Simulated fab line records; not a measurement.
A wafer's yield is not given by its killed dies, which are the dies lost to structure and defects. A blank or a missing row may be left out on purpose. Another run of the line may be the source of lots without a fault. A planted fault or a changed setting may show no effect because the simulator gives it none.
Chamber matching / flow n5Finfet / 4 sister chambers for N5_BEOL_M0_SAQP_ETCH_88 on rieDiel-05
The step etches underlayer in N2/H2, target depth 6.5 nm, time 5.2 s. 16 wafers are shown with their chamber, then 8 later ones without.

## WAFERS WITH THEIR CHAMBER
wafer=L075.3; chamber=2; drypumpMotorCurrentA (A)=5.1; showerheadPlenumPTorr (Torr)=2.71; throttleValvePct (%)=17.72
wafer=L075.4; chamber=0; drypumpMotorCurrentA (A)=6.0; showerheadPlenumPTorr (Torr)=2.59; throttleValvePct (%)=17.73
wafer=L075.6; chamber=0; drypumpMotorCurrentA (A)=6.0; showerheadPlenumPTorr (Torr)=2.59; throttleValvePct (%)=17.73
wafer=L077.1; chamber=1; drypumpMotorCurrentA (A)=5.9; showerheadPlenumPTorr (Torr)=2.62; throttleValvePct (%)=18.08
wafer=L077.2; chamber=2; drypumpMotorCurrentA (A)=5.1; showerheadPlenumPTorr (Torr)=2.71; throttleValvePct (%)=17.72
wafer=L077.5; chamber=3; drypumpMotorCurrentA (A)=5.2; showerheadPlenumPTorr (Torr)=2.62; throttleValvePct (%)=17.91
wafer=L078.2; chamber=0; drypumpMotorCurrentA (A)=6.1; showerheadPlenumPTorr (Torr)=2.59; throttleValvePct (%)=17.72
wafer=L078.3; chamber=3; drypumpMotorCurrentA (A)=5.2; showerheadPlenumPTorr (Torr)=2.62; throttleValvePct (%)=17.91
wafer=L078.5; chamber=0; drypumpMotorCurrentA (A)=6.0; showerheadPlenumPTorr (Torr)=2.59; throttleValvePct (%)=17.70
wafer=L079.1; chamber=2; drypumpMotorCurrentA (A)=5.1; showerheadPlenumPTorr (Torr)=2.70; throttleValvePct (%)=17.69
wafer=L079.2; chamber=3; drypumpMotorCurrentA (A)=5.2; showerheadPlenumPTorr (Torr)=2.62; throttleValvePct (%)=17.92
wafer=L079.6; chamber=1; drypumpMotorCurrentA (A)=5.9; showerheadPlenumPTorr (Torr)=2.62; throttleValvePct (%)=18.06
wafer=L082.1; chamber=3; drypumpMotorCurrentA (A)=5.2; showerheadPlenumPTorr (Torr)=2.61; throttleValvePct (%)=17.93
wafer=L082.2; chamber=0; drypumpMotorCurrentA (A)=6.0; showerheadPlenumPTorr (Torr)=2.59; throttleValvePct (%)=17.73
wafer=L082.6; chamber=3; drypumpMotorCurrentA (A)=5.2; showerheadPlenumPTorr (Torr)=2.61; throttleValvePct (%)=17.93
wafer=L085.1; chamber=2; drypumpMotorCurrentA (A)=5.1; showerheadPlenumPTorr (Torr)=2.70; throttleValvePct (%)=17.76

SIGNATURES (means of the wafers above)
reading=drypumpMotorCurrentA; chamber 0=6.020; chamber 1=5.900; chamber 2=5.100; chamber 3=5.200; scatter within a chamber=0.0258
reading=showerheadPlenumPTorr; chamber 0=2.5900; chamber 1=2.6200; chamber 2=2.7050; chamber 3=2.6160; scatter within a chamber=0.00428
reading=throttleValvePct; chamber 0=17.7220; chamber 1=18.0700; chamber 2=17.7225; chamber 3=17.9200; scatter within a chamber=0.0177
Rule: for a wafer and a chamber, the distance is found by dividing, reading by reading, the gap between the wafer's reading and the chamber's mean by the reading's scatter, squaring, summing and taking the root. If the next closest chamber is less than 2 further off than the closest, the wafer can't be placed; otherwise it belongs to the closest. The scatter: the root of (the sum of the squares of (reading less its chamber's mean) over the shown wafers, divided by (wafers less chambers)).

## WAFERS MISSING THEIR CHAMBER
wafer=L085.3; drypumpMotorCurrentA (A)=5.8; showerheadPlenumPTorr (Torr)=2.61; throttleValvePct (%)=18.09
wafer=L085.5; drypumpMotorCurrentA (A)=6.0; showerheadPlenumPTorr (Torr)=2.59; throttleValvePct (%)=17.74
wafer=L086.1; drypumpMotorCurrentA (A)=5.1; showerheadPlenumPTorr (Torr)=2.70; throttleValvePct (%)=17.76
wafer=L086.4; drypumpMotorCurrentA (A)=5.8; showerheadPlenumPTorr (Torr)=2.61; throttleValvePct (%)=18.09
wafer=L086.5; drypumpMotorCurrentA (A)=6.0; showerheadPlenumPTorr (Torr)=2.59; throttleValvePct (%)=17.74
wafer=L093.1; drypumpMotorCurrentA (A)=5.8; showerheadPlenumPTorr (Torr)=2.61; throttleValvePct (%)=18.11
wafer=L093.5; drypumpMotorCurrentA (A)=5.2; showerheadPlenumPTorr (Torr)=2.60; throttleValvePct (%)=17.95
wafer=L093.6; drypumpMotorCurrentA (A)=5.1; showerheadPlenumPTorr (Torr)=2.69; throttleValvePct (%)=17.77

## CHAMBER TAKEN BY EACH
wafer=L085.3; from the rows above=1; in truth=1
wafer=L085.5; from the rows above=0; in truth=0
wafer=L086.1; from the rows above=2; in truth=2
wafer=L086.4; from the rows above=1; in truth=1
wafer=L086.5; from the rows above=0; in truth=0
wafer=L093.1; from the rows above=1; in truth=1
wafer=L093.5; from the rows above=3; in truth=3
wafer=L093.6; from the rows above=2; in truth=2
Correct placement for 8 of the 8. Left unplaced by these rows: 0. Placed wrongly: 0.
